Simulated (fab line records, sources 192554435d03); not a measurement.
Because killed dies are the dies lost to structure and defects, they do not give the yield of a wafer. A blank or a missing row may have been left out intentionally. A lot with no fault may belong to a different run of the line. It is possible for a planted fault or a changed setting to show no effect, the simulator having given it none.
Split-lot experiment -- flow n5_finfet -- 21 wafers read across 7 lots, on a route 1938 steps long

## SPLIT DETAILS
At N5_HKMG_FIN_ETCH_55 (etches SOC in N2/H2, target depth 240 nm, time 300 s), the setting time_s was moved away from the recipe's 300 s on 9 of the 21 wafers read, by -14.7% to +18.4%. The other wafers ran this setting at the recipe's value.

The reading comes from the split's own step.

## THE READING
SiARC_of_HKMG_FIN_COAT_42.thk_nm (the simulator's own value, which no gauge read), in nm, at N5_HKMG_FIN_ETCH_55 (etches SOC in N2/H2, target depth 240 nm, time 300 s). The file gives no usual value for it. Across the 12 wafers here that went through the recipe, the average is 21.1 nm and the standard deviation 0.4 nm.

wafer,"tool, chamber at the split","time_s as run, s",against the recipe,"SiARC_of_HKMG_FIN_COAT_42.thk_nm, nm",against lot-mates on the recipe
L079.1,"rie_diel-03, 3",265.5,-11.5%,22.2,no lot-mate on the recipe
L079.4,"rie_diel-03, 0",265.5,-11.5%,22.4,no lot-mate on the recipe
L079.5,"rie_diel-03, 3",265.5,-11.5%,22.4,no lot-mate on the recipe
L081.2,"rie_diel-02, 2",300,recipe,21,-
L081.3,"rie_diel-02, 0",255.9,-14.7%,23.6,+2.6
L081.6,"rie_diel-02, 1",255.9,-14.7%,23.4,+2.4
L083.1,"rie_diel-02, 2",355.3,+18.4%,18.2,-2.6
L083.3,"rie_diel-02, 3",300,recipe,20.8,-
L083.5,"rie_diel-02, 3",355.3,+18.4%,18,-2.8
L086.3,"rie_diel-03, 1",300,recipe,21.2,-
L086.5,"rie_diel-03, 1",300,recipe,21.2,-
L086.6,"rie_diel-03, 0",300,recipe,21,-
L090.1,"rie_diel-03, 3",336.4,+12.1%,18.8,-1.8
L090.5,"rie_diel-03, 0",300,recipe,20.6,-
L090.6,"rie_diel-03, 3",300,recipe,20.6,-
L091.1,"rie_diel-02, 0",333.4,+11.1%,20.2,-0.9
L091.2,"rie_diel-02, 3",300,recipe,21,-
L091.5,"rie_diel-02, 2",300,recipe,21.2,-
L092.4,"rie_diel-02, 1",300,recipe,21.8,-
L092.5,"rie_diel-02, 2",300,recipe,21,-
L092.6,"rie_diel-02, 1",300,recipe,22,-

FIT RESULTS
A straight line over all 21 wafers: SiARC_of_HKMG_FIN_COAT_42.thk_nm changes by -0.147 nm for each +1% of time_s; r = -0.96; the points scatter about the line by 0.44 nm.
The same after taking each lot's own level away (the mean of its wafers on the recipe; 18 wafers): -0.15 nm for each +1%; r = -0.98; scatter 0.28 nm.
According to that fit, moving time_s by its largest amount changes the reading by 2.8 nm.
Across the lots, their own levels run from 20.60 to 21.60 nm, a range of 2.5 times the standard deviation given above.
The two slopes are in agreement: the lot-to-lot level therefore moves the slope only a little.
Check: with one of the wafers moved furthest among these (+18.4%) left out of the fit, the line predicts -2.71 nm for it against its lot-mates. Against them it came out at -2.6 nm.

## THE OTHER SPLITS THESE WAFERS WENT THROUGH
These wafers also went through other splits before the reading. Each is held against what the fit with the lots' levels taken away leaves over:
other split on the same wafers,wafers away from the commonest value,r with SiARC_of_HKMG_FIN_COAT_42.thk_nm (lot level and that fit taken away)
N5_DUMMY_GATE_COAT_28 spin_rpm,3,+0.02
N5_SD_EPI_N_EPI_21 time_s,5,+0.06
N5_SD_EPI_N_PRECLEAN_49 time_s,5,+0.14
N5_SDB_COAT_04 spin_rpm,9,-0.08

## THE WHOLE CHAIN: every reading that the file lists as answering this split, in the file's order
step,what it does,reading,change (the file's fit),r (the file's)
N5_HKMG_FIN_ETCH_55,"etches SOC in N2/H2, target depth 240 nm, time 300 s","HKMG_FIN.feature_depth_nm (the simulator's own value, which no gauge read)",+2.35 nm for each +1% of the setting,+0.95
N5_HKMG_FIN_ETCH_55,"etches SOC in N2/H2, target depth 240 nm, time 300 s","etch.depth_nm (the simulator's own value, which no gauge read)",+2.35 nm for each +1% of the setting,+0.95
N5_HKMG_FIN_ETCH_55,"etches SOC in N2/H2, target depth 240 nm, time 300 s","SiARC_of_HKMG_FIN_COAT_42.thk_nm (the simulator's own value, which no gauge read)",-0.143 nm for each +1% of the setting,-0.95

## FILE'S OWN FIT
SiARC_of_HKMG_FIN_COAT_42.thk_nm changes by -0.143 nm for each +1% of time_s, r = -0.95.
